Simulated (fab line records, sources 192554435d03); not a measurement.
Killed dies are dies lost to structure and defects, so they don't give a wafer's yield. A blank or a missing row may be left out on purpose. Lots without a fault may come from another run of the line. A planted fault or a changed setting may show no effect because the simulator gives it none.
fab line records | flow n5_finfet
record lots=10 wafers=29 last_day=18
route steps=1938 shown BEOL_M3@1010 BEOL_M4@1037
lots that met no fault: from a run of the same line without faults
start_h: hours from the record's first day to the start of the lot's first wafer shown | wait_h: hours since the lot's step before | " the same as in the row above | L1.1+2: a row that stands for several wafers | - no value, or no start given | * or withheld: withheld | < > ~ a bound
route shown NAME@n: a module of which the file shows steps, and the number in the route of the first | usual: mean/standard deviation of fault-free wafers | same: alike in all rows | chamber/n: place in a boat | sites: the reading at each site | _std_site: their standard deviation | _edge_site: outer sites' mean less inner sites' | radius_mm: how far each site lies from the wafer's centre | mask NAME#n: copy n | behind: the tool/chamber that last shaped the wafer | hold: why the lot was held/for how many hours/how that ended | device: the transistor (n, p or np) that didn't switch | end of line: the same wafers' tests at the end of the route | a step without rows: its recipe alone | killed: dies lost to structure and defects at the first sort, not the wafer's yield | map: a wafer's dies, x killed, . not, _ none there
set.NAME: the setting as run; set.NAME@STEP: as run at that earlier step | model.NAME: the simulator's own value behind a step, which no gauge read
steps of the route over a sample of lots; a table a step, a row a wafer
services: from which hour (start_h, from the record's first day; less than 0 if before it) a tool's chamber was out of use, for how many hours, and why
## steps
# step N5_BEOL_M3_SPUTTER_96
# recipe material=Cu target_thk_a=45 temp_c=-20 chamber_pressure_pa=0.07 power_w=withheld time_s=8.29
# usual throttle_valve_pct=29.9/1.1
# columns lot.wafer tool chamber start_h wait_h throttle_valve_pct
L279.2 pvd_sputter-02 - 170.13 0.1 28.2
L279.4 " - " " 28.1
L279.6 " - " " 29.1
L283.1 pvd_sputter-02 - 184.61 0.1 28.9
L283.3 " - " " 29.5
L283.5 " - " " 28.3
L286.3 pvd_sputter-01 - 207.03 0.1 30.8
L286.4 " - " " 32.2
L286.6 " - " " 30.2
L289.3 pvd_sputter-01 - 229.68 0.1 30.9
L289.6 " - " " 30.2
L291.1 pvd_sputter-01 - 243.03 0.1 30.2
L291.2 " - " " 29.2
L291.5 " - " " 29.9
L290.2 pvd_sputter-03 - 247.31 0.1 30.4
L290.3 " - " " 29.1
L290.6 " - " " 29.4
L295.1 pvd_sputter-01 - 258.19 0.1 30.5
L295.4 " - " " 29.1
L295.5 " - " " 30.0
L298.2 pvd_sputter-02 - 291.96 0.1 29.2
L298.3 " - " " 29.5
L298.4 " - " " 28.2
L300.3 pvd_sputter-03 - 294.77 0.1 30.5
L300.4 " - " " 29.6
L300.5 " - " " 29.0
L299.3 pvd_sputter-01 - 296.37 0.1 32.4
L299.5 " - " " 29.1
L299.6 " - " " 30.3
# step N5_BEOL_M3_RS_MEAS_58
# recipe thk_meas_gauge=four-point-probe reads=Co_of_BEOL_M3_CO_CAP_55+Cu_of_BEOL_M3_ECD_50+Co_of_BEOL_M3_CVD_47+TaN_of_BEOL_M3_ALD_84
# usual M3_RS=0.69/0.03
# columns lot.wafer tool chamber start_h wait_h M3_RS[ohm/sq]
L279.2 film_metro-02 - 171.20 0.1 0.71
L279.4 " - " " 0.72
L279.6 " - " " 0.68
L283.1 film_metro-01 - 185.67 0.0 0.68
L283.3 " - " " 0.73
L283.5 " - " " 0.69
L286.3 film_metro-02 - 208.23 0.1 0.70
L286.4 " - " " 0.69
L286.6 " - " " 0.67
L289.3 film_metro-01 - 231.07 0.1 0.69
L289.6 " - " " 0.69
L291.1 film_metro-02 - 244.31 0.0 0.66
L291.2 " - " " 0.71
L291.5 " - " " 0.66
L290.2 film_metro-02 - 248.36 0.1 0.67
L290.3 " - " " 0.73
L290.6 " - " " 0.65
L295.1 film_metro-02 - 259.26 0.0 0.73
L295.4 " - " " 0.68
L295.5 " - " " 0.70
L298.2 film_metro-02 - 293.40 0.1 0.68
L298.3 " - " " 0.72
L298.4 " - " " 0.65
L300.3 film_metro-01 - 295.82 0.1 0.73
L300.4 " - " " 0.68
L300.5 " - " " 0.70
L299.3 film_metro-02 - 297.54 0.1 0.74
L299.5 " - " " 0.71
L299.6 " - " " 0.68
# step N5_BEOL_M4_DESCUM_16
# recipe chemistry=O2 time_s=7 source_power_w=50 bias_power_w=20 pressure_mtorr=20 rf_frequency_hz=2.712e+07 temp_c=40 resist=CAR-EUV o2_flow_sccm=225
# usual drypump_motor_current_A=5.8/0.36 oes_product_au=0.82/0.075 rf_vpp_V=243.6/1.2 showerhead_plenum_p_Torr=2.13/0.061 throttle_valve_pct=20.46/0.26
# columns lot.wafer tool chamber start_h wait_h drypump_motor_current_A oes_product_au rf_hours_counter_h rf_vpp_V showerhead_plenum_p_Torr throttle_valve_pct
L279.2 rie_diel-02 3 172.26 0.0 5.5 0.89 17 244.1 2.16 20.14
L279.4 " 0 " " 6.0 0.87 - 244.0 2.13 20.20
L279.6 " 3 " " 5.5 0.89 - 244.8 2.16 20.16
L283.1 rie_diel-01 3 187.31 0.2 5.3 0.89 29 244.6 2.24 20.66
L283.3 " 2 " " 5.9 0.69 233 242.8 2.16 20.67
L283.5 " 0 " " 6.0 0.85 - 245.3 2.22 20.38
L286.3 rie_diel-02 1 209.55 0.1 5.5 0.72 218 243.0 2.16 20.81
L286.4 " 3 " " 5.5 0.86 30 243.0 2.16 20.17
L286.6 " 3 " " 5.5 0.87 - 242.8 2.16 20.15
L289.3 rie_diel-01 0 233.14 0.0 6.0 0.84 68 245.3 2.22 20.40
L289.6 " 0 " " 6.0 0.84 - 244.0 2.22 20.40
L291.1 rie_diel-02 3 245.31 0.3 5.5 0.83 43 245.9 2.15 20.19
L291.2 " 0 " " 6.0 0.82 82 244.3 2.12 20.25
L291.5 " 2 " " 6.2 0.85 - 242.7 2.12 20.14
L290.2 rie_diel-02 1 249.33 0.0 5.5 0.71 232 243.4 2.16 20.84
L290.3 " 2 " " 6.2 0.85 69 245.3 2.12 20.15
L290.6 " 3 " " 5.5 0.84 - 243.3 2.15 20.19
L295.1 rie_diel-01 0 261.48 0.0 6.0 0.82 79 245.0 2.21 20.41
L295.4 " 1 " " 6.0 0.89 - 243.2 2.06 20.34
L295.5 " 3 " " 5.3 0.84 - 244.8 2.23 20.69
L298.2 rie_diel-06 1 296.44 0.5 6.5 0.86 57 243.2 2.14 20.73
L298.3 " 0 " " 6.2 0.83 67 242.0 2.04 20.68
L298.4 " 2 " " 5.7 0.82 83 242.7 2.02 20.32
L300.3 rie_diel-06 2 299.14 0.0 5.7 0.82 84 242.1 2.02 20.33
L300.4 " 3 " " 5.4 0.65 249 242.0 2.05 20.81
L300.5 " 1 " " 6.6 0.86 - 243.7 2.14 20.75
L299.3 rie_diel-06 1 299.50 0.0 6.5 0.86 58 243.5 2.14 20.74
L299.5 " 2 " " 5.7 0.82 - 241.4 2.02 20.32
L299.6 " 1 " " 6.5 0.86 - 243.0 2.14 20.74
# step N5_BEOL_M4_ETCH_64
# recipe chemistry=N2/H2 target=SOC target_depth_a=750 overetch_a=225 mask_material=SiARC temp_c=40 time_s=121.9 ion_energy_ev=200 pressure_mtorr=30 source_w=840 bias_w=150 n2_flow_sccm=200 h2_flow_sccm=200
# usual bias_w=150.1/0.44 drypump_motor_current_A=5.8/0.36 oes_product_au=0.62/0.054 rf_vpp_V=524.8/2 showerhead_plenum_p_Torr=2.57/0.064 throttle_valve_pct=17.78/0.24
# columns lot.wafer tool chamber start_h wait_h bias_w drypump_motor_current_A oes_product_au rf_hours_counter_h rf_vpp_V showerhead_plenum_p_Torr throttle_valve_pct
L279.2 rie_diel-02 3 172.34 0.0 150.2 5.5 0.68 17 525.8 2.61 17.47
L279.4 " 0 " " 149.3 6.0 0.64 - 525.1 2.58 17.59
L279.6 " 3 " " 150.4 5.5 0.68 - 525.8 2.61 17.45
L283.1 rie_diel-01 2 187.39 0.0 149.8 5.9 0.53 233 525.8 2.60 17.86
L283.3 " 0 " " 149.5 6.1 0.64 52 526.4 2.70 17.75
L283.5 " 3 " " 150.4 5.3 0.66 - 527.8 2.68 17.82
L286.3 rie_diel-02 1 209.63 0.0 149.6 5.5 0.54 218 527.0 2.59 17.97
L286.4 " 3 " " 150.6 5.5 0.66 30 525.4 2.60 17.48
L286.6 " 3 " " 150.7 5.6 0.65 - 525.8 2.60 17.50
L289.3 rie_diel-01 0 233.22 0.0 149.9 6.0 0.63 68 527.5 2.69 17.77
L289.6 " 0 " " 150.4 6.0 0.62 - 526.4 2.69 17.78
L291.1 rie_diel-02 3 245.39 0.0 137.9 5.5 0.64 43 496.9 2.60 17.52
L291.2 " 0 " " 137.7 6.0 0.63 82 497.5 2.57 17.63
L291.5 " 2 " " 137.7 6.2 0.64 - 497.0 2.57 17.37
L290.2 rie_diel-02 1 249.41 0.0 138.5 5.5 0.54 232 496.8 2.59 17.99
L290.3 " 2 " " 137.3 6.2 0.64 69 497.0 2.57 17.36
L290.6 " 3 " " 138.1 5.5 0.65 - 497.4 2.60 17.51
L295.1 rie_diel-01 0 261.56 0.0 149.9 6.1 0.61 79 526.4 2.69 17.81
L295.4 " 1 " " 150.1 6.0 0.69 - 520.8 2.49 17.69
L295.5 " 3 " " 150.1 5.3 0.63 - 527.7 2.67 17.87
L298.2 rie_diel-06 1 296.52 0.0 150.1 6.5 0.65 57 525.6 2.58 17.94
L298.3 " 0 " " 149.5 6.2 0.63 67 521.3 2.47 18.07
L298.4 " 2 " " 150.1 5.7 0.62 83 521.1 2.47 17.84
L300.3 rie_diel-06 2 299.22 0.0 150.4 5.7 0.63 84 521.7 2.47 17.86
L300.4 " 3 " " 150.0 5.4 0.51 249 522.0 2.49 18.23
L300.5 " 1 " " 149.5 6.5 0.64 - 525.3 2.58 17.92
L299.3 rie_diel-06 1 299.58 0.0 150.3 6.6 0.64 58 524.9 2.58 17.92
L299.5 " 2 " " 149.9 5.7 0.63 - 520.9 2.47 17.88
L299.6 " 1 " " 149.6 6.5 0.64 - 525.0 2.58 17.94
# step N5_BEOL_M4_RC_MEAS_101
# usual DIBL_N=36.9/1.7 DIBL_P=37.3/2.3 IOFF_N=0.16/0.033 IOFF_P=0.22/0.04 ION_N=673/12 ION_P=463/8 SS_N=71.6/0.58 SS_P=73.4/0.74 VT_N=250/3.2 VT_P=-250/3.4
# columns lot.wafer tool chamber start_h wait_h DIBL_N[mV/V] DIBL_P[mV/V] IOFF_N[nA/um] IOFF_P[nA/um] ION_N[uA/um] ION_P[uA/um] SS_N[mV/dec] SS_P[mV/dec] VT_N[mV] VT_P[mV]
L279.2 prober-02 0 181.31 0.2 35.8 38.3 0.15 0.19 669 455 71.9 74.0 251 -256
L279.4 " 0 " " 36.7 38.5 0.16 0.20 675 463 71.5 73.6 249 -255
L279.6 " 0 " " 36.7 39.2 0.16 0.21 667 458 71.4 74.5 250 -254
L283.1 prober-01 0 199.07 0.0 36.9 36.3 0.17 0.20 665 451 71.1 73.1 251 -252
L283.3 " 0 " " 34.3 33.5 0.14 0.17 684 461 70.8 73.1 250 -257
L283.5 " 0 " " 35.0 33.1 0.13 0.16 660 446 71.4 72.3 253 -257
L286.3 prober-02 0 217.30 0.3 36.2 35.5 0.13 0.18 659 453 72.0 73.3 256 -252
L286.4 " 0 " " 35.7 36.2 0.13 0.18 655 452 71.5 72.9 255 -252
L286.6 " 0 " " 37.7 37.3 0.16 0.21 664 457 72.6 72.8 252 -250
L289.3 prober-01 0 242.60 0.3 38.1 37.6 0.16 0.21 661 458 71.7 73.0 249 -251
L289.6 " 0 " " 36.4 37.6 0.15 0.22 681 473 71.1 73.7 250 -247
L291.1 prober-01 0 254.55 0.0 38.1 38.6 0.20 0.26 680 467 71.4 74.6 246 -248
L291.2 " 0 " " 38.3 38.1 0.19 0.25 689 469 71.6 73.7 245 -248
L291.5 " 0 " " 38.3 37.8 0.18 0.24 686 465 72.5 73.2 245 -248
L290.2 prober-01 0 256.41 0.2 36.9 36.1 0.15 0.25 664 464 70.8 72.6 251 -243
L290.3 " 0 " " 37.1 36.9 0.15 0.26 666 464 71.7 73.8 252 -248
L290.6 " 0 " " 37.4 37.8 0.17 0.28 686 474 71.7 72.7 249 -243
L295.1 prober-01 0 273.88 0.0 37.3 38.6 0.19 0.23 678 463 72.3 73.4 248 -248
L295.4 " 0 " " 36.8 38.4 0.18 0.25 676 463 71.2 73.5 249 -247
L295.5 " 0 " " 36.2 38.2 0.16 0.23 669 460 71.0 73.0 252 -247
L298.2 prober-02 0 304.66 0.2 37.1 37.2 0.18 0.22 677 461 71.6 74.7 246 -251
L298.3 " 0 " " 34.8 35.2 0.14 0.18 677 458 70.7 72.4 252 -254
L298.4 " 0 " " 32.6 31.7 0.10 0.15 650 449 69.9 72.3 257 -259
L300.3 prober-02 0 307.75 0.3 38.6 39.3 0.18 0.24 673 459 71.7 73.9 252 -252
L300.4 " 0 " " 39.3 39.4 0.18 0.23 669 459 72.6 74.4 251 -253
L300.5 " 0 " " 37.7 38.0 0.14 0.21 661 453 72.0 73.8 255 -255
L299.3 prober-01 0 308.31 0.3 34.2 36.0 0.12 0.19 669 467 71.6 72.4 256 -254
L299.5 " 0 " " 39.0 41.1 0.20 0.27 677 465 72.0 73.9 246 -248
L299.6 " 0 " " 36.4 37.0 0.14 0.21 667 464 71.3 73.9 254 -248
## services
# columns tool chamber start_h hours kind
pvd_sputter-03 - 157.71 0.7 repair
rie_diel-02 2 171.75 5.4 repair
rie_diel-01 1 172.90 - clean
rie_diel-01 1 172.90 - consumable_replace:focus_ring
rie_diel-01 1 172.90 20.6 scheduled_down
rie_diel-01 1 172.90 20.6 vent_cycle
rie_diel-01 - 189.34 0.3 repair
rie_diel-01 2 218.92 9.9 repair
rie_diel-02 0 219.88 3.8 repair
rie_diel-01 2 254.45 7.3 repair
rie_diel-01 2 261.77 - clean
rie_diel-01 2 261.77 - consumable_replace:focus_ring
rie_diel-01 2 261.77 11.2 scheduled_down
rie_diel-01 2 261.77 11.2 vent_cycle
## key
first_sign step=N5_BEOL_M4_ETCH_64 reading=bias_w direction=down sigmas=28 usual=* struck=*
effect step=N5_BEOL_M4_ETCH_64 reading=rf_vpp_V direction=down sigmas=14 usual=524.8 struck=497.1
met_at N5_BEOL_M4_ETCH_64
struck_lots L290,L291
rows_end L290.2,L290.3,L290.6,L291.1,L291.2,L291.5
not_acting_at N5_BEOL_M3_SPUTTER_96,N5_BEOL_M3_RS_MEAS_58,N5_BEOL_M4_DESCUM_16
onset_between 209.63 245.39
fault kind=process_parameter_drift tool=rie_diel-02 chamber=- onset_h=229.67 steps=N5_BEOL_M4_ETCH_64 channel=bias_w offset=* shape=step acts_in=* stated=*
# rows_end: these wafers met a further fault down the route, and their rows from its step on are left out
